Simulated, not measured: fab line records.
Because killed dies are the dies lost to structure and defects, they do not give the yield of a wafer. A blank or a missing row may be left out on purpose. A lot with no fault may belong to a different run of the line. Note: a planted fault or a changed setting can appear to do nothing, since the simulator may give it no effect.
Which of the tools did it? | flow nand_harc | 12 lots with 36 wafers sampled at 2 steps, on a route of 1302 steps

## WHAT THE GAUGES SHOWED, per wafer
NHARC_P_M0_INSPECT_11.
lot  | measured     | on                | raw_defect_count
L075 | day 6 17:42  | defect_inspect-02 | 4 2 2
L077 | day 7 10:47  | defect_inspect-01 | 7 5 4
L079 | day 8 07:02  | defect_inspect-01 | 4 2 3
L081 | day 9 06:14  | defect_inspect-01 | 6 4 7
L083 | day 10 08:26 | defect_inspect-01 | 10 6 5
L084 | day 10 16:07 | defect_inspect-01 | 7 6 6
L087 | day 11 09:05 | defect_inspect-01 | 2 2 3
L089 | day 12 04:30 | defect_inspect-01 | 8 9 8
L091 | day 13 05:07 | defect_inspect-02 | 0 1 2
L093 | day 13 21:19 | defect_inspect-02 | 6 10 5
L095 | day 14 23:34 | defect_inspect-01 | 5 2 3
L097 | day 15 14:24 | defect_inspect-01 | 6 4 2

## WHAT TOOL EACH LOT RAN ON (gives the tool, then ch and the chambers of the sampled wafers, and finally the start)
lot  | NHARC_P_CONTACT_ETCH_36
L075 | rie_diel-02 ch 0,2,3, day 6 17:42 or earlier
L077 | rie_diel-02 ch 0,1,2, day 7 10:47 or earlier
L079 | rie_diel-06 ch 2,3, day 8 07:02 or earlier
L081 | rie_diel-13 ch 1,2, day 9 06:14 or earlier
L083 | rie_diel-06 ch 1,3, day 10 08:26 or earlier
L084 | rie_diel-13 ch 0,1,2, day 10 16:07 or earlier
L087 | rie_diel-06 ch 0,1,2, day 11 09:05 or earlier
L089 | rie_diel-02 ch 0,3, day 12 04:30 or earlier
L091 | rie_diel-02 ch 1,2,3, day 13 05:07 or earlier
L093 | rie_diel-13 ch 0,1,3, day 13 21:19 or earlier
L095 | rie_diel-13 ch 0,2,3, day 14 23:34 or earlier
L097 | rie_diel-06 ch 1,2,3, day 15 14:24 or earlier
- NHARC_P_CONTACT_ETCH_36: etches the open film in N2/H2, target depth 260 nm, time 406.25 s.

## THE ANSWER, worked out from the rows above alone
Rule: usual is defined by the lots themselves. The widest of any qualifying gaps counts: lots, ordered by their means at a reading, are off when they make up no more than a third of the lots, leave a main group of 4 or more, and stand apart from it by 3 or more times the standard deviation of that group's means. If all means in a main group match to the digits the tables above print for the reading, that group is not used. Also off: a lot with no number at a reading for which 4 or more lots have one. Where the step has rows for the other lots, those lots are counted as sound.
No lot is off on any of the readings shown, so nothing can be concluded from this.

## WHAT THE SIMULATOR HAD PUT IN
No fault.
